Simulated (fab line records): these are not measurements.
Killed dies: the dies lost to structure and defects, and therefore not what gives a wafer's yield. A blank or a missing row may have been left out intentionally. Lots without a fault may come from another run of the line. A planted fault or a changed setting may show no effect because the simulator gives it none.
Chamber matching | flow n5_finfet | N5_BEOL_M10_STRIP_67 on rie_diel-01 has 4 sister chambers
The step strips in CF4. 4 wafers are shown with their chamber, then 8 later ones without.

EACH WAFER AND ITS CHAMBER
wafer  | chamber | drypump_motor_current_A (A)
L088.1 | 2       | 5.2
L093.3 | 0       | 6.2
L093.4 | 3       | 5.4
L091.2 | 1       | 5.6

WAFERS WHOSE CHAMBER IS MISSING
wafer  | drypump_motor_current_A (A)
L091.5 | 5.3
L091.6 | 6.2
L094.1 | 5.3
L094.5 | 6.2
L094.6 | 5.4
L095.3 | 5.6
L095.4 | 5.3
L095.6 | 6.2

THE CHAMBER EACH PASSED THROUGH
wafer  | from the rows above     | in truth
L091.5 | can't be placed: 2 or 3 | 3
L091.6 | 0                       | 0
L094.1 | can't be placed: 2 or 3 | 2
L094.5 | 0                       | 0
L094.6 | 3                       | 3
L095.3 | 1                       | 1
L095.4 | can't be placed: 2 or 3 | 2
L095.6 | 0                       | 0
Correctly placed: 5 of 8. Not placeable from these rows: 3 (in 3, the candidates include the true chamber). Wrongly placed: 0.
How it was worked out, from the rows above alone: a wafer's distance from a chamber is the root of the sum, over the readings, of the square of ((its reading less the chamber's mean) divided by the reading's scatter). If the next closest chamber is less than 2 further off than the closest, the wafer can't be placed; otherwise it belongs to the closest. For every chamber, the mean is computed from those of its wafers that are shown. The scatter: root of mean squared gap, hidden wafer to nearest shown wafer, with one shown wafer a chamber.
